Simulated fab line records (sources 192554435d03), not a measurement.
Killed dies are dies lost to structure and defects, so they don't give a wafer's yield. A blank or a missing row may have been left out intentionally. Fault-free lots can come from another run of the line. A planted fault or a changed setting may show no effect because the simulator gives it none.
Comparing a struck lot with a sound one / flow n5Finfet / 43 out of 1938 route steps
Sound: the wafers L634.1, L634.4, L634.6. Struck: wafer L651.4. At the end, the cause is stated.
Order at every step that has rows: each side's tool, ch and its chambers, its first start. Under that, the readings that differ: sound wafers / struck wafers / difference of the means / sigmas: that difference in standard deviations of wafers without a fault.
alike: a reading whose means differ by less than 2 such deviations, as well as words and numbers matching on both sides. not compared: withheld readings; readings where some wafer has no value; bounds like >300 that might hide an equal value; numbers whose values overlap and for which the record gives no deviation.
A row with sigmas, a row that says differs or no value, or rows on one side alone: a step with any of these is where the two part. Non-overlapping numbers with no deviation appear without sigmas and do not part them. A reading that every wafer of one side lacks parts them only if that side has two wafers or more.

first, 2 steps without rows for these wafers: N5_BEOL_M12_PRE_CLEAN_42 (time 30 s); N5_BEOL_M12_SPUTTER_43 (material TaN, target thk 15 nm, time 24.19 s).
N5_BEOL_M12_SPUTTER_44: material Ta, target thk 10 nm, time 16.13 s.
  sound on pvdSputter-02, day 12 03:38; struck on pvdSputter-03, day 17 03:23
  alike: throttleValvePct
N5_BEOL_M12_SPUTTER_45: material Cu, target thk 80 nm, time 13.33 s.
  sound on pvdSputter-02, day 12 03:43; struck on pvdSputter-03, day 17 03:28
  alike: throttleValvePct
then, 2 steps without rows for these wafers: N5_BEOL_M12_ECD_47 (material Cu, target thk 720 nm); N5_BEOL_M12_ANNEAL_48 (time 90 s).
N5_BEOL_M12_CMP_49: polishes, stops on SiOC, t overpolish 20.6 s, target thk 320 nm.
  sound on cmp-03 ch 0,1,3, day 12 04:30; struck on cmp-03 ch 0, day 17 04:03
reading=platenRpm (rpm); sound=50.00 50.05 50.00; struck=49.94; difference=-0.08; sigmas=-2
  alike: barrierFieldEndpointS, edgeZonePressureFrac, motorCurrentA, overpolishRunS
N5_BEOL_M12_THK_MEAS_50: measures by xrf.
  sound on filmMetro-02, day 12 04:46; struck on filmMetro-02, day 17 04:19
  alike: M12_THK
then, 2 steps without rows for these wafers: N5_BEOL_M12_PRE_CLEAN_52 (time 15 s); N5_BEOL_M12_DEP_53 (deposits SiCN from 3MS/NH3, target thk 30 nm, time 10.5 s).
N5_BEOL_M12_RS_MEAS_54: the measuring method here is four-point-probe.
  sound on filmMetro-01, day 12 04:53; struck on filmMetro-01, day 17 04:26
  alike: M12_RS
N5_BEOL_M12_INSPECT_55: inspects for defects (darkfield).
  sound on defectInspect-01, day 12 04:55; struck on defectInspect-01, day 17 04:28
  alike: rawDefectCount
N5_BEOL_M13_ILD_DEP_00: deposits SiOC from DEMS/O2, target thk 837.92 nm, time 166.4 s.
  sound on pecvd-03 ch 1,2, day 12 04:57; struck on pecvd-03 ch 2, day 17 04:34
reading=model.SiOC_of_BEOL_M13_ILD_DEP_00.thkNm (nm); sound=819.2 855.6 832.6; struck=719.8; difference=-116.0; sigmas=
  alike: heaterPowerW, showerheadPlenumPTorr, throttleValvePct
N5_BEOL_M13_THK_MEAS_01:
  sound on filmMetro-01, day 12 05:06; struck on filmMetro-01, day 17 04:39
reading=M13_ILD_THK (nm); sound=820 855 832; struck=720; difference=-116; sigmas=-12
then, 8 steps without rows for these wafers: N5_BEOL_M13_COAT_58 (time 60 s, resist thk 89 nm); N5_BEOL_M13_COAT_04 (resist thk 400 nm); N5_BEOL_M13_EBR_06; N5_BEOL_M13_SOFTBAKE_05 (time 60 s); N5_BEOL_M13_EXPOSE_07 (exposes mask V12); N5_BEOL_M13_PEB_08 (peb time 90 s); N5_BEOL_M13_DEVELOP_09 (develop time 45 s); N5_BEOL_M13_HARDBAKE_14 (time 120 s).
N5_BEOL_M13_CD_MEAS_10: target cd 190 nm.
  sound on cdSem-01 ch 0, day 12 05:32; struck on cdSem-03 ch 0, day 17 04:58
reading=cdNm (nm); sound=192.1 191.7 191.5; struck=188.6; difference=-3.2; sigmas=-3
N5_BEOL_M13_OVL_MEAS_11:
  sound on overlay-02 ch 0, day 12 05:34; struck on overlay-02 ch 0, day 17 04:59
  alike: V12_OVL
N5_BEOL_M13_INSPECT_12: inspects for defects (macro).
  sound on defectInspect-01, day 12 05:35; struck on defectInspect-02, day 17 05:01
  alike: rawDefectCount
N5_BEOL_M13_DESCUM_15: chemistry O2, time 7.9 s.
  sound on rieDiel-05 ch 0,1, day 12 05:37; struck on rieDiel-05 ch 0, day 17 05:04
  alike: drypumpMotorCurrentA, oesProductAu, rfVppV, showerheadPlenumPTorr, throttleValvePct
  not compared: rfHoursCounterH
N5_BEOL_M13_ETCH_59: etches BARC in N2/H2, target depth 89 nm, overetch 26.7 nm, time 67.9 s.
  sound on rieDiel-05 ch 0,1, day 12 05:39; struck on rieDiel-05 ch 0, day 17 05:06
  alike: biasW, drypumpMotorCurrentA, oesProductAu, rfVppV, showerheadPlenumPTorr, throttleValvePct
  not compared: rfHoursCounterH
N5_BEOL_M13_VIA_ETCH_16: etches SiOC in C4F8/O2/Ar, target depth 921.7 nm.
  sound on rieDiel-05 ch 0,1, day 12 05:42; struck on rieDiel-05 ch 0, day 17 05:14
reading=model.etch.depthNm (nm); sound=819.3 855.6 832.6; struck=719.8; difference=-116.0; sigmas=
reading=model.coat_of_BEOL_M13_COAT_04.thkNm (nm); sound=78.4 70 71.2; struck=104.2; difference=+31.0; sigmas=
  alike: biasW, drypumpMotorCurrentA, oesProductAu, rfVppV, showerheadPlenumPTorr, throttleValvePct
N5_BEOL_M13_STRIP_63: strips in N2/H2.
  sound on plasmaAsher-02 ch 0,1, day 12 05:56; struck on plasmaAsher-02 ch 1, day 17 05:23
reading=oesProductAu (a.u.); sound=0.677 0.669 0.677; struck=0.686; difference=+0.012; sigmas=+2
reading=stripTimeToEndpointS (s); sound=30.1 27.7 28.0; struck=37.3; difference=+8.7; sigmas=+8
  alike: drypumpMotorCurrentA, heaterPowerW
  not compared: rfHoursCounterH
then, 3 steps without rows for these wafers: N5_BEOL_M13_STRIP_64 (strips in N2/H2); N5_BEOL_M13_STRIP_71 (strips in post etch residue remover, time 60 s); N5_BEOL_M13_SRD_72 (time 30 s, dry time 30 s).
N5_BEOL_M13_CD_MEAS_17: target cd 190 nm.
  sound on cdSem-03, day 12 06:08; struck on cdSem-02, day 17 05:34
reading=cdNm (nm); sound=193.5 190.9 193.1; struck=187.8; difference=-4.7; sigmas=-3
then, 9 steps without rows for these wafers: N5_BEOL_M13_COAT_65 (time 60 s, resist thk 350 nm); N5_BEOL_M13_COAT_66 (time 60 s, resist thk 110 nm); N5_BEOL_M13_COAT_22 (resist thk 300 nm); N5_BEOL_M13_EBR_24; N5_BEOL_M13_SOFTBAKE_23 (time 60 s); N5_BEOL_M13_EXPOSE_25 (exposes mask M13, target cd 210 nm); N5_BEOL_M13_PEB_26 (peb time 90 s); N5_BEOL_M13_DEVELOP_27 (develop time 45 s); N5_BEOL_M13_HARDBAKE_32 (time 120 s).
N5_BEOL_M13_CMP_49: polishes, stops on SiOC, t overpolish 17.1 s, target thk 420 nm.
  sound on cmp-04 ch 1,2,3, day 12 08:42; struck on cmp-03 ch 1, day 17 08:49
reading=model.SiOC_of_BEOL_M13_ILD_DEP_00.thkNm (nm); sound=763.6 798.6 773.2; struck=664.2; difference=-114.3; sigmas=
  alike: edgeZonePressureFrac, motorCurrentA, platenRpm

## WHERE THEY PART
Earliest at N5_BEOL_M12_CMP_49; latest, in this record, at N5_BEOL_M13_CD_MEAS_17. Later steps at which nothing parts them and some readings are alike: N5_BEOL_M13_CMP_49.

WHY: whatever the simulator had introduced
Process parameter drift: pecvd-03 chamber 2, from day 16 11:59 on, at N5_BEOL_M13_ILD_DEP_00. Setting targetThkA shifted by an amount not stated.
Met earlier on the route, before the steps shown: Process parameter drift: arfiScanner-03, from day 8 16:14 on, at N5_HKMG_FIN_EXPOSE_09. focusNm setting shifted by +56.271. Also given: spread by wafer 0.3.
